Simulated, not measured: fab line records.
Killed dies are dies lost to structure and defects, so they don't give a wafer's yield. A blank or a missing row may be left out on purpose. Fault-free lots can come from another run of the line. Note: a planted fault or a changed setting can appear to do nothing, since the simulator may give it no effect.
fab line records ; flow n5Finfet
[record] lots = 3; wafers = 9; lastDay = 17
route steps=1938 shown SD_EPI_P@319 SD_ACTIVATION@330 ILD0@335 SDB@347 BEOL_M4@1111
lots that met no fault: from a run of the same line without faults
startH: hours from the record's opening day to when the first of the lot's shown wafers began ; waitH: hours elapsed since this lot's preceding step ; " repeats the value in the row above ; L1.1+2: a row that stands for several wafers ; - no value, or no start given ; * or withheld: withheld ; < > ~ a bound
route shown NAME@n: a module of which the file shows steps, and the number in the route of the first ; usual: the fault-free wafers' mean and standard deviation ; same: alike in all rows ; chamber/n: place in a boat ; sites: each site's reading ; _std_site: how widely they spread, as a standard deviation ; _edge_site: mean of outer sites minus mean of inner sites ; radiusMm: how far each site lies from the wafer's centre ; mask NAME#n: copy n ; behind: the last tool/chamber to shape the wafer ; hold: the reason the lot was held/the length of the hold in hours/how it ended ; device: the transistor (n, p or np) that didn't switch ; end of line: the route-end tests of the same wafers ; a step with no rows: only its recipe ; killed: the dies lost at the first sort to structure and to defects; this is not the yield of the wafer ; map: a wafer's dies, x killed, . not, _ none there
set.NAME: the setting that was run; set.NAME@STEP: the one run at that earlier step ; model.NAME: the simulator's own value behind a step, which no gauge read
lots at some steps of the route; a table a step, a row a wafer
services: from which hour (startH, from the record's first day; less than 0 if before it) a tool's chamber was out of use, for how many hours, and why
[[steps]]
[step N5_SD_EPI_P_PRECLEAN_51]
[recipe] chemistry = NF3:NH3; afsCycles = 1; tempC = 30; timeS = 20; sublimationTempC = 180; sublimationTimeS = 60; pressureTorr = 3; rfPowerW = 30
[step N5_SD_EPI_P_VAPOR_ETCH_44]
[recipe] chemistry = NF3/Ar; target = SiGe30; tempC = 25; timeS = 3.3; mode = isotropic
[step N5_SD_EPI_P_EPI_21]
[recipe] material = SiGe:B; dopant = B; tempC = 550; pressureTorr = 20; ambient = H2; timeS = 355
[step N5_SD_EPI_P_HM_STRIP_48]
[recipe] chemistry = H3PO4; tempC = 160; material = SiNx; target = SiNx; targetDepthA = 30; overetchFraction = 0.3
[step N5_SD_EPI_P_SRD_49]
[recipe] dry = ipaMarangoni; timeS = 30; tempC = 23; rinseLiquid = diw
[step N5_SD_EPI_P_PRECLEAN_24]
[recipe] chemistry = O3/DIW; timeS = 45; tempC = 22; o3Ppm = 10
[step N5_SD_EPI_P_PRECLEAN_32]
[recipe] chemistry = dHF; timeS = 10; dilution = 500:1; tempC = 25
[step N5_SD_EPI_P_PRECLEAN_33]
[recipe] chemistry = SC2; timeS = 45; tempC = 35; mix = 1:1:50
[step N5_SD_EPI_P_SRD_25]
[recipe] timeS = 30; tempC = 23; rinseLiquid = diw; dry = ipaMarangoni
[step N5_SD_ACTIVATION_RTA_00]
[recipe] tempC = 975; timeS = 0; ambient = N2; idleTempC = 600; rampUpCPerS = 150; rampDownCPerS = 60; coolToC = 600
[step N5_SD_ACTIVATION_LSA_01]
[recipe] tempC = 1080; timeS = 0.0008; ambient = N2
[usual] wafer_temp_C_max = 1085.9/2.5
lot.wafer;tool;chamber;startH;waitH;wafer_temp_C_max
L229.2;laserAnneal-02;0;96.31;0.2;1084.5
L229.3;laserAnneal-02;0;96.31;0.2;1083.5
L229.4;laserAnneal-02;0;96.31;0.2;1083.4
L238.1;laserAnneal-01;0;153.42;0.2;1086.7
L238.2;laserAnneal-01;0;153.42;0.2;1087.0
L238.3;laserAnneal-01;0;153.42;0.2;1086.1
L245.3;laserAnneal-02;0;191.10;0.2;1082.9
L245.4;laserAnneal-02;0;191.10;0.2;1083.3
L245.5;laserAnneal-02;0;191.10;0.2;1082.5
[step N5_SD_ACTIVATION_RS_MEAS_03]
[recipe] thkMeasGauge = four-point-probe
[usual] RS_SD_N = 21.9/0.31; RS_SD_P = 56.2/0.83
lot.wafer;tool;chamber;startH;waitH;RS_SD_N[ohm/sq];RS_SD_P[ohm/sq]
L229.2;filmMetro-01;-;96.51;0.2;22.0;58.1
L229.3;filmMetro-01;-;96.51;0.2;22.1;57.2
L229.4;filmMetro-01;-;96.51;0.2;20.5;56.4
L238.1;filmMetro-02;-;153.63;0.2;21.8;57.4
L238.2;filmMetro-02;-;153.63;0.2;21.7;56.6
L238.3;filmMetro-02;-;153.63;0.2;21.6;56.4
L245.3;filmMetro-02;-;191.29;0.2;21.8;56.5
L245.4;filmMetro-02;-;191.29;0.2;21.9;55.2
L245.5;filmMetro-02;-;191.29;0.2;21.9;55.1
[step N5_ILD0_LINER_00]
[recipe] material = SiNx; targetThkA = 40; tempC = 400; aldPrecursorFamily = SiH2I2; aldCoReactant = N2/H2-plasma; pulseTimeS = 1; purgeTimeS = 2; coReactantPurgeTimeS = 2; aldCycles = 80; pressureTorr = 2
[step N5_ILD0_FCVD_FILL_01]
[recipe] material = SiO2_flowable; targetThkA = 2000; tempC = 100; pressureTorr = 0.8; rfW = 2000; timeS = 328.3
[step N5_ILD0_CURE_02]
[recipe] tempC = 450; timeS = 1800; ambient = steam; idleTempC = 400; rampUpCPerMin = 5; rampDownCPerMin = 3; densificationPH2oTorr = 640
[step N5_ILD0_CMP_03]
[recipe] stopOn = SiNx; tOverpolishS = 1.9; postCmpClean = alkalineBrush; downForcePsi = 4.1491; platenRpm = 51.796; padVelocityMS = 1.0306; targetThkNm = 197.38
[step N5_ILD0_CMP_07]
[recipe] stopOn = poly-Si; material = SiO2_flowable; tOverpolishS = 1.18; postCmpClean = alkalineBrush; downForcePsi = 4.1491; platenRpm = 51.796; padVelocityMS = 1.0306; targetThkNm = 138.88
[step N5_ILD0_PRECLEAN_10]
[recipe] chemistry = NF3:NH3; afsCycles = 5; timeS = 20; tempC = 30; sublimationTempC = 180; sublimationTimeS = 60; pressureTorr = 3; rfPowerW = 30
[step N5_ILD0_ALD_15]
[recipe] material = SiNx; targetThkA = 240; tempC = 400; aldPrecursorFamily = SiH2I2; aldCoReactant = N2/H2-plasma; pulseTimeS = 1; aldCycles = 480; purgeTimeS = 2; coReactantPurgeTimeS = 2; pressureTorr = 2
[step N5_ILD0_CMP_12]
[recipe] stopOn = poly-Si; material = SiNx; tOverpolishS = 6; postCmpClean = alkalineBrush; downForcePsi = 2.5; platenRpm = 51.8; padVelocityMS = 1.0307; targetThkNm = 17.67
[step N5_SDB_HM_DEP_00]
[recipe] material = SiNx; targetThkA = 400; tempC = 400; precursor = SiH4/NH3/N2; pressureTorr = 1.5; rfW = 300; timeS = 35.3
[step N5_SDB_COAT_03]
[recipe] resist = SOC; tempC = 250; timeS = 60; spinRpm = 1500; resistThkNm = 100
[step N5_SDB_COAT_04]
[recipe] resist = SiARC; tempC = 220; timeS = 60; spinRpm = 1500; resistThkNm = 18
[step N5_SDB_COAT_05]
[recipe] resist = CAR-ArF; spinRpm = 1500; resistThkNm = 90
[step N5_SDB_EBR_07]
[recipe] solvent = PGMEA; ebrWidthMm = 1.5
[step N5_SDB_SOFTBAKE_06]
[recipe] tempC = 110; timeS = 60; resist = CAR-ArF
[step N5_SDB_EXPOSE_08]
[recipe] maskId = SDB; na = 1.35; sourceShape = conventional; sigmaOuter = 0.5; polarization = unpolarized; doseMj = 49.6
[step N5_SDB_PEB_09]
[recipe] pebTempC = withheld; pebTimeS = 60; resist = CAR-ArF
[step N5_SDB_DEVELOP_10]
[recipe] developTimeS = 30; developer = TMAH; resist = CAR-ArF; rinseLiquid = diw; dry = airSpin; devTempC = 23
[step N5_SDB_DESCUM_16]
[recipe] chemistry = O2; timeS = 7.9; sourcePowerW = 50; biasPowerW = 20; pressureMtorr = 20; rfFrequencyHz = 2.712e+07; tempC = 40; resist = CAR-ArF; o2FlowSccm = 225
[step N5_SDB_ETCH_17]
[recipe] chemistry = CF4; target = SiARC; targetDepthA = 234; maskMaterial = CAR-ArF; timeS = 39; ionEnergyEv = 80; pressureMtorr = 40; sourceW = 545; biasW = 36; Ar_flow_sccm = 100; cf4FlowSccm = 100; ends = cleared
[step N5_BEOL_M4_RC_MEAS_101]
[usual] DIBL_N = 36.1/1.5; DIBL_P = 36.1/1.9; IOFF_N = 0.159/0.029; IOFF_P = 0.21/0.038; ION_N = 675/11; ION_P = 464/8.1; RC_DENSE_N = 19.1/0.34; RC_N = 15.60/0.28; RS_SD_N = 28.3/0.35; SS_N = 71.5/0.57; SS_P = 73.3/0.64; VT_N = 249/3.1; VT_P = -250/3.8
lot.wafer;tool;chamber;startH;waitH;DIBL_N[mV/V];DIBL_P[mV/V];IOFF_N[nA/um];IOFF_P[nA/um];ION_N[uA/um];ION_P[uA/um];RC_DENSE_N[ohm.um];RC_N[ohm.um];RS_SD_N[ohm/sq];SS_N[mV/dec];SS_P[mV/dec];VT_N[mV];VT_P[mV]
L229.2;prober-02;0;199.85;0.2;37.1;36.0;0.168;0.21;689;466;19.0;15.48;28.1;71.5;73.3;247;-250
L229.3;prober-02;0;199.85;0.2;38.0;36.6;0.181;0.22;684;468;18.8;15.30;28.6;72.0;73.3;245;-251
L229.4;prober-02;0;199.85;0.2;36.2;34.8;0.143;0.19;683;466;17.7;14.28;26.9;72.1;72.8;249;-251
L238.1;prober-01;0;255.01;0.0;36.6;35.9;0.169;0.20;678;454;19.2;15.79;28.4;71.3;73.2;247;-255
L238.2;prober-01;0;255.01;0.0;34.8;34.1;0.151;0.19;678;463;19.6;15.75;28.2;70.5;73.4;251;-252
L238.3;prober-01;0;255.01;0.0;37.9;37.3;0.196;0.24;688;465;19.2;15.43;28.0;71.3;73.2;249;-250
L245.3;prober-02;0;306.34;0.3;36.7;36.3;0.176;0.27;684;475;19.1;15.66;28.8;70.9;73.5;246;-244
L245.4;prober-02;0;306.34;0.3;35.1;35.1;0.153;0.27;675;482;19.3;15.70;28.6;70.9;73.0;249;-242
L245.5;prober-02;0;306.34;0.3;37.2;36.5;0.166;0.28;673;471;19.6;15.81;28.3;72.3;73.6;251;-243
[[services]]
tool;chamber;startH;hours;kind
laserAnneal-01;-;87.97;5.6;pm
laserAnneal-02;-;131.55;3.6;pm
[[key]]
[firstSign] step = N5_SD_ACTIVATION_RS_MEAS_03; reading = RS_SD_N; direction = down; sigmas = 4.5; usual = 21.9; struck = 20.5
[effect] step = N5_BEOL_M4_RC_MEAS_101; reading = RC_N; direction = down; sigmas = 4.7; usual = 15.60; struck = 14.28
[effect] step = N5_BEOL_M4_RC_MEAS_101; reading = RC_DENSE_N; direction = down; sigmas = 4.2; usual = 19.1; struck = 17.7
[effect] step = N5_BEOL_M4_RC_MEAS_101; reading = RS_SD_N; direction = down; sigmas = 4; usual = 28.3; struck = 26.9
metAt N5_SD_ACTIVATION_LSA_01
struckWafers L229.4
[fault] kind = processParameterDrift; tool = laserAnneal-02; chamber = -; onsetH = 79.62; steps = N5_SD_ACTIVATION_LSA_01; channel = timeS; offset = *; shape = step; endH = 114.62; scope = struckWafersOnly; stated = *
